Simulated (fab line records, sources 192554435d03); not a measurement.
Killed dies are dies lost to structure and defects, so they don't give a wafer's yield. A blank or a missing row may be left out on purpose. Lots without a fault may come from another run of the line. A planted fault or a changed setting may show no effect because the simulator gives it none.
Chamber matching | flow n5_finfet | N5_BEOL_M0_SAQP_SPACER2_ALD_26 on ald_sin-01: 4 sister chambers
The step deposits SiO2, target thk 15 nm, pulse time 1 s, purge time 2 s. 4 wafers are shown with their chamber, then 7 later ones without.

WAFERS WITH THEIR CHAMBER
wafer  | chamber | heater_power_w (W)
L074.3 | 3       | 505
L079.1 | 0       | 462
L086.1 | 1       | 396
L086.2 | 2       | 465

WAFERS WITHOUT THEIR CHAMBER
wafer  | heater_power_w (W)
L086.3 | 502
L093.1 | 409
L093.4 | 469
L093.6 | 469
L094.1 | 511
L094.3 | 472
L094.4 | 409

WHICH CHAMBER EACH WENT THROUGH
wafer  | from the rows above     | in truth
L086.3 | 3                       | 3
L093.1 | 1                       | 1
L093.4 | can't be placed: 2 or 0 | 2
L093.6 | can't be placed: 2 or 0 | 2
L094.1 | 3                       | 3
L094.3 | can't be placed: 2 or 0 | 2
L094.4 | 1                       | 1
Placed correctly: 4 of 7. Can't be placed from these rows: 3 (the true chamber is among the candidates in 3). Placed wrongly: 0.
How it was worked out, from the rows above alone: a wafer's distance from a chamber is the root of the sum, over the readings, of the square of ((its reading less the chamber's mean) divided by the reading's scatter). The wafer belongs to the nearest chamber; if the next one is less than 2 further off, it can't be placed. A chamber's mean is the mean of its shown wafers. The scatter: with one shown wafer a chamber, the root of the mean of the squares of how far each hidden wafer lies from its nearest shown one.
